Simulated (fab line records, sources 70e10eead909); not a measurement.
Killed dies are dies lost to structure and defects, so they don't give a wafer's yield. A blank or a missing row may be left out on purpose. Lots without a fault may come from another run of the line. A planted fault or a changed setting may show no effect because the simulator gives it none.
Chamber matching | flow nand_harc | NHARC_THIN_TSV_DEP_47 on pecvd-02: 3 sister chambers
The step deposits SiO2, target thk 200 nm. 14 wafers are shown with their chamber, then 7 later ones without.

WAFERS WITH THEIR CHAMBER
wafer  | chamber | throttle_valve_pct (%) | flow_sccm (sccm)
L797.1 | 2       | 15.9                   | 2643
L797.2 | 0       | 15.7                   | 2657
L797.4 | 1       | 16.0                   | 2639
L801.1 | 1       | 16.4                   | 2636
L801.3 | 0       | 15.9                   | 2640
L801.6 | 1       | 16.5                   | 2633
L802.2 | 2       | 15.4                   | 2656
L802.3 | 1       | 15.8                   | 2648
L802.5 | 1       | 15.6                   | 2653
L803.3 | 1       | 15.7                   | 2647
L803.5 | 1       | 16.0                   | 2657
L803.6 | 0       | 16.2                   | 2648
L805.2 | 2       | 15.2                   | 2642
L805.5 | 2       | 15.4                   | 2649

SIGNATURES (means of the wafers above)
reading            | chamber 0 | chamber 1 | chamber 2 | scatter within a chamber
throttle_valve_pct | 15.933    | 16.000    | 15.475    | 0.315
flow_sccm          | 2648.33   | 2644.71   | 2647.50   | 8.26
Rule: a wafer's distance from a chamber is the root of the sum, over the readings, of the square of ((its reading less the chamber's mean) divided by the reading's scatter). The wafer belongs to the nearest chamber; if the next one is less than 2 further off, it can't be placed. The scatter: the root of (the sum of the squares of (reading less its chamber's mean) over the shown wafers, divided by (wafers less chambers)).

WAFERS WITHOUT THEIR CHAMBER
wafer  | throttle_valve_pct (%) | flow_sccm (sccm)
L805.6 | 16.1                   | 2652
L809.3 | 15.5                   | 2651
L809.4 | 15.8                   | 2652
L809.6 | 15.8                   | 2658
L817.4 | 15.6                   | 2644
L817.5 | 15.7                   | 2654
L817.6 | 16.4                   | 2654

WHICH CHAMBER EACH WENT THROUGH
wafer  | from the rows above          | in truth
L805.6 | can't be placed: 0 or 1 or 2 | 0
L809.3 | can't be placed: 2 or 0 or 1 | 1
L809.4 | can't be placed: 0 or 1 or 2 | 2
L809.6 | can't be placed: 0 or 2 or 1 | 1
L817.4 | can't be placed: 2 or 0 or 1 | 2
L817.5 | can't be placed: 0 or 2 or 1 | 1
L817.6 | can't be placed: 0 or 1 or 2 | 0
Placed correctly: 0 of 7. Can't be placed from these rows: 7 (the true chamber is among the candidates in 7). Placed wrongly: 0.
